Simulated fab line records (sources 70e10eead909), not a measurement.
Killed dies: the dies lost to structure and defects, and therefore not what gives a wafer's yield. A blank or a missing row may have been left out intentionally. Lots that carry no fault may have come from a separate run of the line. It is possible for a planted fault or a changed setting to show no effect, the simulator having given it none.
A struck lot beside a sound one    flow nand harc    15 steps out of a route of 1159
Sound: the wafers L585.2, L585.4, L585.5. Wafers L582.1, L582.2, L582.5 were the ones struck. Last of all comes the cause.
Order at every step that has rows: each side's tool, ch and its chambers, its first start. Under that, the readings that differ: sound wafers    struck wafers    difference of the means    sigmas: that difference in standard deviations of wafers without a fault.
alike: words and numbers the same on both sides, and readings whose means are apart by under 2 such deviations; not compared: readings that were withheld, readings missing a value for some wafer, numbers with overlapping values and no deviation given by the record, and bounds like >300 which may hide the same value.
A row with sigmas, a row that says differs or no value, or rows on one side alone: a step with any of these is where the two part. Non-overlapping numbers with no deviation appear without sigmas and do not part them. A reading missing from all wafers of one side parts the sides only when that side holds two or more wafers.

first, 4 steps without rows for these wafers: NHARC_P_GATE_EBR_22; NHARC_P_GATE_EXPOSE_23 (exposes mask P GATE, target cd 120 nm); NHARC_P_GATE_PEB_24 (peb time 65 s); NHARC_P_GATE_DEVELOP_25 (develop time 35 s).
NHARC_P_GATE_CD_MEAS_26: target cd 120 nm.
  sound on cd sem-03 ch 0, day 9 07:16; struck on cd sem-01 ch 0, day 8 10:35
  alike: cd nm
NHARC_P_GATE_OVL_MEAS_27:
  sound: overlay-02 at day 9 07:21; struck: overlay-02 at day 8 10:40
  alike: overlay x nm, overlay y nm
NHARC_P_GATE_INSPECT_28:
  sound: defect inspect-02 at day 9 07:23; struck: defect inspect-01 at day 8 10:43
  alike: raw defect count
NHARC_P_GATE_DESCUM_31: chemistry O2, time 3 s.
  sound on rie diel-04 ch 0,3, day 9 07:27; struck on rie diel-12 ch 1,3, day 8 10:46
  alike: drypump motor current A, oes product au, rf vpp V, showerhead plenum p Torr, throttle valve pct
  not compared: rf hours counter h
NHARC_P_GATE_ETCH_104: etches the open film in CF4/CHF3, target depth 60 nm.
  sound on rie diel-04 ch 0,3, day 9 07:32; struck on rie diel-12 ch 0,2, day 8 10:52
  alike: bias w, drypump motor current A, oes product au, rf vpp V, showerhead plenum p Torr, throttle valve pct
NHARC_P_GATE_HM_OPEN_105: chemistry O2/COS, target depth 360 nm.
  sound on rie diel-04 ch 1,3; struck on rie diel-12 ch 1,2,3
reading                          sound              struck             difference  sigmas
rf vpp V (V)                     469.5 471.5 471.7  465.9 465.4 463.8  -5.9        -2
showerhead plenum p Torr (Torr)  3.23 3.36 3.36     3.02 3.11 3.03     -0.26       -2
  alike: bias w, cos flow sccm, drypump motor current A, oes product au, throttle valve pct
  not compared: rf hours counter h
then, 1 step without rows for these wafers: NHARC_P_GATE_STRIP_106 (strips in O2/COS).
NHARC_P_GATE_ETCH_114: etches the open film in CF4/O2, target depth 30 nm, overetch 3 nm, time 16.5 s.
  sound on rie diel-04 ch 0,1; struck on rie diel-12 ch 2,3
  alike: bias w, drypump motor current A, oes_o_777_au, oes product au, rf vpp V, showerhead plenum p Torr, throttle valve pct
  not compared: rf hours counter h
NHARC_P_GATE_ETCH_32: etches the open film in HBr/Cl2, target depth 150 nm, time 100.1 s.
  sound on rie si-02 ch 0,1, day 9 08:29; struck on rie si-03 ch 0,2,3, day 8 11:28
reading                 sound                 struck                difference  sigmas
mfc cl2 sccm (sccm)     49.91 50.26 49.88     39.80 39.80 39.95     -10.17      -68
throttle valve pct (%)  26.412 26.409 26.388  25.822 25.811 25.821  -0.585      -70
  alike: bias w, drypump motor current A, oes product au
  not compared: rf hours counter h
NHARC_P_GATE_STRIP_108: strips in O2.
  sound on rie diel-12 ch 0,2, day 9 08:45; struck on rie diel-12 ch 0,2,3, day 8 11:35
  alike: drypump motor current A, oes product au, rf vpp V, showerhead plenum p Torr, throttle valve pct
  not compared: rf hours counter h
-- record jumps: 14 days between struck wafers' starts before vs after; left off in module P_GATE, resumes in module END, first step shown is number 1159 of the route --
NHARC_END_SORT_01:
  sound on prober-02 ch 0, day 24 11:32; struck on prober-02 ch 0, day 22 22:04
reading              sound     struck    difference  sigmas
killed at periphery  2 2 2     3 15 6    +6          +2
killed dies          16 20 15  39 52 33  +24         +2
  alike: killed at array, killed at other, killed open, killed short

## WHERE THEY PART
At NHARC_P_GATE_HM_OPEN_105 first; at NHARC_END_SORT_01 last (within this record only).

WHY: the cause the simulator had injected
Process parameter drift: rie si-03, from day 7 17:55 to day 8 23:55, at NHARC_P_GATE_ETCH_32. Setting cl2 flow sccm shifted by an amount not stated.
